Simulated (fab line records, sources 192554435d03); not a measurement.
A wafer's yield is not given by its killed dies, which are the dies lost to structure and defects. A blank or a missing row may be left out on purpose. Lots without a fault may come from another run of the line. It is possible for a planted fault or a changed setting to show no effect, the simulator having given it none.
2 desks looking at one fault    flow n5 finfet    every desk sees just its own numbers, and what lay behind them comes last

== FROM THE METROLOGY DESK ==
Lot by lot, what the gauges showed, no matter which tool ran the lot: averages of those sampled wafers that carry a number. The brackets show how far a lot's mean lies from the usual mean; more than 4 standard deviations puts the lot out of limits, marked OUT. Of its 11 readings 7 are shown: those that lie furthest out on some lot.
Columns: A = DIBL_N at N5_BEOL_M4_RC_MEAS_101, usual 35.8 mV/V; B = DIBL_P at N5_BEOL_M4_RC_MEAS_101, usual 35.3 mV/V; C = IOFF_N at N5_BEOL_M4_RC_MEAS_101, usual 0.150 nA/um; D = IOFF_P at N5_BEOL_M4_RC_MEAS_101, usual 0.194 nA/um; E = ION_P at N5_BEOL_M4_RC_MEAS_101, usual 456 uA/um; F = VT_N at N5_BEOL_M4_RC_MEAS_101, usual 251 mV; G = VT_P at N5_BEOL_M4_RC_MEAS_101, usual -252 mV
lot   first seen here  A     B     C      D      E    F    G
L420  day 9 03:40      33.3  32.5  0.116  0.147  448  255  -255
L422  day 10 00:10     34.2  35.8  0.149  0.210  465  249  -248
L426  day 11 01:24     35.5  35.1  0.135  0.203  465  252  -250
L434  day 12 13:21     36.2  34.5  0.165  0.226  465  246  -247
L435  day 13 02:38     33.5  32.6  0.128  0.156  450  252  -255
L436  day 13 12:28     35.1  36.1  0.133  0.190  461  253  -252
L437  day 13 15:43     37.0  35.5  0.168  0.218  463  249  -250
L438  day 13 19:54     35.5  35.5  0.155  0.164  451  250  -256
This desk's verdict: no lot among the 8 shows anything out of limits.

== AT THE TOOL OWNER'S DESK: pecvd-03 ==
The tool's own readings at N5_BEOL_M2_ILD_DEP_00 (deposits SiOC from DEMS/O2, target thk 79 nm, time 15.3 s): means of the sampled wafers that have a number, for each lot that ran on this tool. The brackets show how far a lot's mean lies from the usual mean; more than 4 standard deviations puts the lot out of limits, marked OUT.
Columns: A = chamber pressure Torr at N5_BEOL_M2_ILD_DEP_00, usual 4.999 Torr; B = heater power outer w at N5_BEOL_M2_ILD_DEP_00, usual 251 W; C = heater power w at N5_BEOL_M2_ILD_DEP_00, usual 470 W; D = showerhead plenum p Torr at N5_BEOL_M2_ILD_DEP_00, usual 5.702 Torr; E = throttle valve pct at N5_BEOL_M2_ILD_DEP_00, usual 11.8 %
lot   first seen here  A      B    C    D      E
L420  day 8 03:34      4.988  223  433  5.697  11.9
L422  day 8 23:44      4.976  282  525  5.691  11.7
L435  day 11 17:51     4.999  254  478  5.689  11.8
L438  day 12 12:35     5.004  263  495  5.689  11.8
This desk's verdict: no lot among the 4 shows anything out of limits.

== ALL TOGETHER ==
The metrology desk saw nothing out of limits.
Nothing out of limits was seen by the tool owner's desk.

== WHAT THE SIMULATOR HAD INSERTED ==
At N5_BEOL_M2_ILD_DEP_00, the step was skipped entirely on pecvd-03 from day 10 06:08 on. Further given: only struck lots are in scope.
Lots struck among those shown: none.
